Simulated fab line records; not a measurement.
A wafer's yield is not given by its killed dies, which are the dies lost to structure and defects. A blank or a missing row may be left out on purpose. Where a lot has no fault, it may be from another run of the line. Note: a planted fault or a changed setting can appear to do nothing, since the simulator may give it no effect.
fab line records	flow n5-finfet
record lots=10	wafers=30	last-day=20
route steps=1938 shown BEOL_M0_SAQP@651 BEOL_M4@1111
lots with no fault: from the same line, run without faults
start-h: hours from the record's opening day to when the first of the lot's shown wafers began	wait-h: time in hours since the lot's previous step	" same as the row above	L1.1+2: one row covering several wafers at once	- value missing, or start not given	* or withheld: withheld	< > ~ a bound
route shown NAME@n: names a module that has steps shown in the file, with the first one's number in the route	usual: average and standard deviation across the fault-free wafers	same: alike in all rows	chamber/n: place in a boat	sites: each site's reading	_std_site: standard deviation of those values	_edge_site: mean of outer sites minus mean of inner sites	radius-mm: how far each site lies from the wafer's centre	mask NAME#n: copy n	behind: tool/chamber where the wafer was last shaped	hold: why the lot went on hold/how many hours it stayed there/how the hold came to an end	device: which transistor (n, p or np) failed to switch	end of line: the same wafers' tests at the end of the route	for a step that has no rows: nothing shown but its recipe	killed: the dies lost at the first sort to structure and to defects; this is not the yield of the wafer	map: per-die view of a wafer (x killed, . not killed, _ where there is no die)
set.NAME: the setting as run; set.NAME@STEP: as run at that earlier step	model.NAME: the simulator's own value behind a step, which no gauge read
steps of the route over a sample of lots; a table a step, a row a wafer
services: a tool's chamber out of use, with start hour (start-h, from the record's first day; less than 0 if before it), hours out, and reason
## steps
# step N5_BEOL_M0_SAQP_INSPECT_16
# recipe mode=adi	inspect-instrument=brightfield
# usual raw-defect-count=522/120
lot.wafer	tool	chamber	start-h	wait-h	raw-defect-count
L375.2	defect-inspect-01	-	107.88	0.0	448
L375.3	"	-	"	"	456
L375.4	"	-	"	"	354
L377.3	defect-inspect-01	-	126.89	0.0	468
L377.4	"	-	"	"	370
L377.5	"	-	"	"	470
L379.1	defect-inspect-02	-	132.01	0.0	574
L379.3	"	-	"	"	626
L379.5	"	-	"	"	657
L386.1	defect-inspect-02	-	176.04	0.0	467
L386.3	"	-	"	"	376
L386.6	"	-	"	"	784
L387.2	defect-inspect-01	-	182.12	0.0	531
L387.3	"	-	"	"	622
L387.4	"	-	"	"	670
L391.1	defect-inspect-01	-	203.25	0.0	532
L391.2	"	-	"	"	413
L391.6	"	-	"	"	592
L393.1	defect-inspect-02	-	214.42	0.0	586
L393.3	"	-	"	"	423
L393.6	"	-	"	"	641
L394.3	defect-inspect-01	-	221.26	0.0	445
L394.5	"	-	"	"	396
L394.6	"	-	"	"	574
L397.1	defect-inspect-02	-	240.22	0.0	440
L397.2	"	-	"	"	481
L397.4	"	-	"	"	418
L398.3	defect-inspect-02	-	245.69	0.0	417
L398.5	"	-	"	"	488
L398.6	"	-	"	"	381
# step N5_BEOL_M0_SAQP_MANDREL1_REMOVE_100
# recipe chemistry=HBr/Cl2/O2	bt-time-s=10	target=a-Si	stop-on=SiNx	endpoint=OES-SiCl	over-etch-frac=0.85	icp-w=600	bias-w=30	HBr_flow_sccm=150	Cl2_flow_sccm=80	O2_flow_sccm=5	pressure-mtorr=10
# usual O2_flow_sccm=4.999/0.015	drypump-motor-current-A=5.8/0.4	oes_o_777_au=0.97/0.041	oes-product-au=0.997/0.016	throttle-valve-pct=36.61/0.2
lot.wafer	tool	chamber	start-h	wait-h	O2_flow_sccm	drypump-motor-current-A	oes_o_777_au	oes-product-au	rf-hours-counter-h	throttle-valve-pct
L375.2	rie-si-03	2	109.84	0.1	4.996	5.8	0.96	1.017	55	36.35
L375.3	"	3	"	"	4.982	5.8	1.03	1.014	165	36.37
L375.4	"	1	"	"	4.992	5.2	0.92	0.985	7	36.74
L377.3	rie-si-05	0	128.72	0.1	4.991	6.5	0.98	0.985	148	36.82
L377.4	"	2	"	"	5.009	5.7	0.94	0.995	27	36.39
L377.5	"	3	"	"	4.990	6.3	1.04	0.994	-	36.77
L379.1	rie-si-05	0	133.80	0.1	4.993	6.5	0.99	0.991	148	36.81
L379.3	"	1	"	"	4.986	5.5	0.95	0.972	4	36.67
L379.5	"	1	"	"	4.987	5.5	0.95	0.965	-	36.66
L386.1	rie-si-05	2	178.60	0.1	4.975	5.7	0.94	0.999	28	36.40
L386.3	"	1	"	"	4.996	5.4	0.95	0.965	5	36.65
L386.6	"	1	"	"	5.004	5.5	0.95	0.972	-	36.67
L387.2	rie-si-05	2	184.39	0.1	5.012	5.7	0.95	0.997	28	36.41
L387.3	"	1	"	"	5.008	5.4	0.94	0.979	5	36.66
L387.4	"	2	"	"	5.002	5.7	0.94	1.005	-	36.42
L391.1	rie-si-04	3	205.68	0.1	5.013	5.8	1.05	1.015	125	36.61
L391.2	"	2	"	"	4.994	5.3	0.94	0.973	164	36.70
L391.6	"	3	"	"	4.995	5.8	1.05	1.019	-	36.62
L393.1	rie-si-03	1	216.06	0.1	5.010	5.2	0.92	0.976	9	36.75
L393.3	"	0	"	"	5.004	6.3	0.99	0.993	65	36.47
L393.6	"	2	"	"	5.005	5.8	0.95	1.026	-	36.35
L394.3	rie-si-03	3	222.74	0.1	5.001	5.8	1.01	1.007	168	36.38
L394.5	"	1	"	"	5.007	5.2	0.92	0.989	-	36.76
L394.6	"	0	"	"	4.987	6.3	0.99	1.007	-	36.48
L397.1	rie-si-03	3	241.86	0.1	5.015	5.8	1.02	1.020	168	36.38
L397.2	"	1	"	"	5.007	5.2	0.91	0.975	9	36.74
L397.4	"	2	"	"	5.051	5.8	0.95	1.018	57	36.35
L398.3	rie-si-03	2	248.51	0.1	4.986	5.8	0.96	1.009	57	36.34
L398.5	"	2	"	"	4.991	5.8	0.96	1.016	-	36.35
L398.6	"	1	"	"	4.992	5.3	0.91	0.979	-	36.76
# step N5_BEOL_M0_SAQP_RECESS_109
# recipe chemistry=HF/NH3	target=SiO2	target-depth-a=30	afs-cycles=1	temp-c=30	sublimation-temp-c=180	sublimation-time-s=60
# usual drypump-motor-current-A=6.06/0.25
# same afs-cycles=1
lot.wafer	tool	chamber	start-h	wait-h	drypump-motor-current-A
L375.2	vapor-etch-01	0	110.85	0.1	6.27
L375.3	"	0	"	"	6.31
L375.4	"	0	"	"	6.25
L377.3	vapor-etch-02	1	130.10	0.1	6.25
L377.4	"	0	"	"	5.83
L377.5	"	1	"	"	6.26
L379.1	vapor-etch-02	1	134.85	0.0	6.22
L379.3	"	0	"	"	5.82
L379.5	"	0	"	"	5.82
L386.1	vapor-etch-01	1	179.58	0.0	5.67
L386.3	"	0	"	"	6.29
L386.6	"	0	"	"	6.31
L387.2	vapor-etch-02	1	185.67	0.2	6.27
L387.3	"	1	"	"	6.29
L387.4	"	0	"	"	5.84
L391.1	vapor-etch-02	1	206.65	0.0	6.25
L391.2	"	0	"	"	5.82
L391.6	"	1	"	"	6.24
L393.1	vapor-etch-02	0	217.04	0.0	5.81
L393.3	"	1	"	"	6.26
L393.6	"	0	"	"	5.81
L394.3	vapor-etch-01	0	223.92	0.1	6.28
L394.5	"	0	"	"	6.30
L394.6	"	1	"	"	5.72
L397.1	vapor-etch-01	0	243.24	0.0	6.31
L397.2	"	1	"	"	5.67
L397.4	"	0	"	"	6.32
L398.3	vapor-etch-01	1	249.87	0.1	5.72
L398.5	"	1	"	"	5.73
L398.6	"	0	"	"	6.28
# step N5_BEOL_M0_SAQP_COAT_69
# recipe resist=SOC	temp-c=250	time-s=60	spin-rpm=1500	resist-thk-nm=90
# usual spin-speed-rpm=1499.9/1.1
lot.wafer	tool	chamber	start-h	wait-h	spin-speed-rpm
L375.2	litho-track-01	0	111.89	0.0	1500.5
L375.3	"	0	"	"	1498.6
L375.4	"	0	"	"	1498.8
L377.3	litho-track-05	0	130.99	0.0	1499.1
L377.4	"	0	"	"	1499.8
L377.5	"	0	"	"	1501.8
L379.1	litho-track-05	0	136.01	0.0	1499.4
L379.3	"	0	"	"	1499.7
L379.5	"	0	"	"	1499.8
L386.1	litho-track-02	0	180.51	0.0	1500.1
L386.3	"	0	"	"	1499.3
L386.6	"	0	"	"	1498.6
L387.2	litho-track-02	0	186.83	0.0	1499.8
L387.3	"	0	"	"	1500.6
L387.4	"	0	"	"	1500.7
L391.1	litho-track-02	0	207.58	0.0	1299.7
L391.2	"	0	"	"	1298.9
L391.6	"	0	"	"	1297.6
L393.1	litho-track-02	0	217.97	0.0	1300.4
L393.3	"	0	"	"	1298.3
L393.6	"	0	"	"	1298.2
L394.3	litho-track-05	0	224.93	0.0	1497.3
L394.5	"	0	"	"	1500.4
L394.6	"	0	"	"	1500.0
L397.1	litho-track-05	0	244.17	0.0	1499.9
L397.2	"	0	"	"	1501.1
L397.4	"	0	"	"	1499.0
L398.3	litho-track-01	0	250.76	0.0	1501.2
L398.5	"	0	"	"	1499.2
L398.6	"	0	"	"	1499.7
# step N5_BEOL_M4_RC_MEAS_101
# usual DIBL_N=36.3/1.6	DIBL_P=36.4/2.1	IOFF_N=0.16/0.032	IOFF_P=0.22/0.044	ION_N=675/12	ION_P=463/8.3	SS_N=71.6/0.64	SS_P=73.3/0.67	VT_N=250/3.3	VT_P=-250/3.7
lot.wafer	tool	chamber	start-h	wait-h	DIBL_N[mV/V]	DIBL_P[mV/V]	IOFF_N[nA/um]	IOFF_P[nA/um]	ION_N[uA/um]	ION_P[uA/um]	SS_N[mV/dec]	SS_P[mV/dec]	VT_N[mV]	VT_P[mV]
L377.3	prober-01	0	209.26	0.3	37.6	38.7	0.17	0.21	675	462	72.0	73.9	248	-250
L377.4	"	0	"	"	35.8	35.3	0.13	0.16	672	452	71.6	72.1	252	-256
L377.5	"	0	"	"	35.0	35.0	0.12	0.16	666	455	70.9	72.7	252	-255
L379.1	prober-01	0	218.98	0.0	36.7	36.5	0.17	0.22	675	470	71.0	73.9	248	-249
L379.3	"	0	"	"	36.5	36.4	0.16	0.20	664	455	71.4	72.9	251	-251
L379.5	"	0	"	"	37.5	37.5	0.18	0.22	682	469	72.1	74.1	248	-248
L375.2	prober-01	0	221.38	0.2	33.9	34.4	0.12	0.18	664	454	70.7	72.0	254	-252
L375.3	"	0	"	"	35.8	36.6	0.16	0.21	683	466	71.1	72.7	250	-253
L375.4	"	0	"	"	33.8	33.3	0.12	0.17	663	460	71.6	72.3	252	-254
L387.2	prober-01	0	279.55	0.2	37.1	37.6	0.17	0.23	692	464	72.2	73.9	248	-250
L387.3	"	0	"	"	36.7	35.7	0.15	0.19	681	456	71.4	72.4	250	-252
L387.4	"	0	"	"	35.6	34.2	0.13	0.18	670	453	71.1	72.9	251	-253
L386.1	prober-02	0	287.00	0.0	33.7	32.9	0.13	0.20	674	469	71.2	71.8	250	-247
L386.3	"	0	"	"	38.6	38.7	0.22	0.29	694	472	72.7	74.4	243	-245
L386.6	"	0	"	"	35.6	35.8	0.17	0.26	696	479	71.5	73.3	249	-244
L391.1	prober-02	0	309.94	0.0	36.4	36.7	0.16	0.23	685	475	71.0	73.9	249	-249
L391.2	"	0	"	"	34.7	33.9	0.13	0.19	669	460	70.9	72.7	251	-249
L391.6	"	0	"	"	35.0	33.9	0.14	0.20	676	463	71.5	72.5	251	-248
L394.3	prober-02	0	317.36	0.3	34.3	32.5	0.10	0.13	642	435	70.7	72.8	257	-258
L394.5	"	0	"	"	34.8	33.8	0.12	0.14	676	460	71.0	73.8	253	-256
L394.6	"	0	"	"	33.7	31.3	0.09	0.12	651	442	70.2	71.9	258	-259
L393.1	prober-02	0	323.48	0.0	34.9	35.0	0.14	0.19	666	465	71.3	72.3	251	-251
L393.3	"	0	"	"	37.0	37.8	0.18	0.24	681	469	71.4	73.3	246	-247
L393.6	"	0	"	"	37.3	37.6	0.18	0.23	685	467	71.3	73.4	244	-249
L397.1	prober-02	0	354.48	0.0	35.4	36.1	0.13	0.16	665	456	71.8	72.6	254	-253
L397.2	"	0	"	"	34.7	35.6	0.13	0.16	662	456	71.1	73.2	252	-256
L397.4	"	0	"	"	40.7	41.8	0.24	0.26	697	463	73.0	74.2	245	-247
L398.3	prober-01	0	381.41	0.3	35.7	34.9	0.15	0.21	665	459	71.9	72.9	250	-250
L398.5	"	0	"	"	37.1	36.6	0.17	0.23	670	462	72.6	73.0	248	-248
L398.6	"	0	"	"	35.8	35.0	0.15	0.21	680	463	72.4	72.9	253	-251
## services
tool	chamber	start-h	hours	kind
rie-si-05	3	98.96	9.6	repair
litho-track-02	-	157.06	-	consumable-replace:filter
rie-si-05	0	176.96	44.6	repair
litho-track-01	-	205.45	-	consumable-replace:filter
rie-si-05	2	241.34	16.6	repair
rie-si-04	0	249.56	148.5	repair
## key
first-sign step=N5_BEOL_M0_SAQP_COAT_69	reading=spin-speed-rpm	direction=down	sigmas=99+	usual=*	struck=*
effect none on later readings
met-at N5_BEOL_M0_SAQP_COAT_69
struck-lots L391,L393
not-acting-at N5_BEOL_M0_SAQP_INSPECT_16,N5_BEOL_M0_SAQP_MANDREL1_REMOVE_100,N5_BEOL_M0_SAQP_RECESS_109
onset-between 186.83 207.58
fault kind=process-parameter-drift	tool=litho-track-02	chamber=-	onset-h=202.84	steps=N5_BEOL_M0_SAQP_COAT_69	channel=spin-rpm	offset=*	shape=step	end-h=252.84	acts-in=*	stated=*
